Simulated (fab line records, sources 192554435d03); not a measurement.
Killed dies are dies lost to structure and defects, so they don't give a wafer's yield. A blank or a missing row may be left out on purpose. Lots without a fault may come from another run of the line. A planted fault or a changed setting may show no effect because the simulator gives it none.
Which tool did it? | flow n5_finfet | 12 lots, 36 wafers sampled, at 1 step of a route of 1938

WHAT THE GAUGES READ, wafer by wafer
N5_BEOL_M3_CD_MEAS_18: pitch 36 nm, target cd 18 nm.
lot  | measured     | on        | cd_nm (nm)
L074 | day 7 04:30  | cd_sem-03 | 18.2 18.1 18.4
L077 | day 7 11:20  | cd_sem-02 | 17.8 18.6 17.9
L078 | day 8 10:26  | cd_sem-03 | 18.4 17.9 18.1
L081 | day 8 21:07  | cd_sem-02 | 18.2 18.5 18.2
L083 | day 8 23:59  | cd_sem-01 | 18.2 18.1 18.0
L085 | day 10 05:25 | cd_sem-02 | 18.1 18.1 18.7
L087 | day 11 02:08 | cd_sem-03 | 17.4 17.9 17.7
L089 | day 11 08:07 | cd_sem-02 | 18.7 18.7 18.1
L090 | day 11 12:24 | cd_sem-01 | 17.9 18.0 18.3
L093 | day 12 01:22 | cd_sem-02 | 18.4 17.4 17.7
L095 | day 12 07:36 | cd_sem-01 | 18.4 18.2 18.4
L097 | day 13 04:16 | cd_sem-03 | 18.3 18.9 17.7

WHICH TOOL RAN EACH LOT (tool, then ch and the chambers of the sampled wafers, then the start)
The record holds no process step before these readings.

THE ANSWER, worked out from the rows above alone
Rule: what is usual is taken from the lots themselves. Put in order of their means at a reading, lots are off if they are a third of the lots or fewer, leave a main group of 4 or more, and stand apart from it by a gap of 3 or more times the standard deviation of the main group's means; of several such gaps the widest counts. A main group whose means are all the same, to the digits that the tables above print for the reading, isn't used. A lot without any number at a reading at which 4 lots or more have one is off too. The other lots that the step has rows for count as sound.
No lot is off at any reading shown: from this, nothing can be told.

WHAT THE SIMULATOR HAD PUT IN
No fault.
